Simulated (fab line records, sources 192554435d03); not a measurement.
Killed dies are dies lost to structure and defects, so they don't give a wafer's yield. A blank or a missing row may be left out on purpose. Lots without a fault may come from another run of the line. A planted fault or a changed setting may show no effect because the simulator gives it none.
Chamber matching | flow n5_finfet | N5_HKMG_FIN_DESCUM_53 on rie_diel-03: 4 sister chambers
The step chemistry O2, time 7.9 s. 16 wafers are shown with their chamber, then 8 later ones without.

WAFERS WITH THEIR CHAMBER
wafer  | chamber | drypump_motor_current_A (A) | showerhead_plenum_p_Torr (Torr) | oes_product_au (a.u.)
L074.2 | 0       | 5.5                         | 1.99                            | 0.69
L074.4 | 3       | 5.6                         | 2.21                            | 0.87
L074.5 | 1       | 6.7                         | 2.07                            | 0.70
L077.2 | 2       | 5.9                         | 2.07                            | 0.97
L077.3 | 0       | 5.5                         | 1.99                            | 0.69
L077.6 | 0       | 5.5                         | 1.99                            | 0.69
L078.2 | 0       | 5.5                         | 1.99                            | 0.69
L078.3 | 2       | 5.9                         | 2.06                            | 0.96
L078.5 | 3       | 5.6                         | 2.20                            | 0.86
L079.1 | 2       | 5.9                         | 2.06                            | 0.94
L079.4 | 0       | 5.5                         | 1.99                            | 0.68
L079.6 | 2       | 6.0                         | 2.06                            | 0.94
L080.2 | 3       | 5.6                         | 2.20                            | 0.86
L080.3 | 0       | 5.5                         | 1.99                            | 0.69
L080.6 | 1       | 6.7                         | 2.07                            | 0.99
L088.1 | 2       | 6.0                         | 2.06                            | 0.89

SIGNATURES (means of the wafers above)
reading                  | chamber 0 | chamber 1 | chamber 2 | chamber 3 | scatter within a chamber
drypump_motor_current_A  | 5.500     | 6.700     | 5.940     | 5.600     | 0.0316
showerhead_plenum_p_Torr | 1.9900    | 2.0700    | 2.0620    | 2.2033    | 0.0035
oes_product_au           | 0.6883    | 0.8450    | 0.9400    | 0.8633    | 0.0619
Rule: a wafer's distance from a chamber is the root of the sum, over the readings, of the square of ((its reading less the chamber's mean) divided by the reading's scatter). The wafer belongs to the nearest chamber; if the next one is less than 2 further off, it can't be placed. The scatter: the root of (the sum of the squares of (reading less its chamber's mean) over the shown wafers, divided by (wafers less chambers)).

WAFERS WITHOUT THEIR CHAMBER
wafer  | drypump_motor_current_A (A) | showerhead_plenum_p_Torr (Torr) | oes_product_au (a.u.)
L088.2 | 5.5                         | 1.98                            | 0.67
L088.6 | 5.6                         | 2.20                            | 0.85
L092.1 | 6.8                         | 2.06                            | 0.93
L092.2 | 5.5                         | 1.98                            | 0.68
L092.6 | 5.6                         | 2.19                            | 0.83
L095.2 | 5.6                         | 2.19                            | 0.82
L095.3 | 6.7                         | 2.06                            | 0.91
L095.5 | 5.9                         | 2.05                            | 0.87

WHICH CHAMBER EACH WENT THROUGH
wafer  | from the rows above | in truth
L088.2 | 0                   | 0
L088.6 | 3                   | 3
L092.1 | 1                   | 1
L092.2 | 0                   | 0
L092.6 | 3                   | 3
L095.2 | 3                   | 3
L095.3 | 1                   | 1
L095.5 | 2                   | 2
Placed correctly: 8 of 8. Can't be placed from these rows: 0. Placed wrongly: 0.
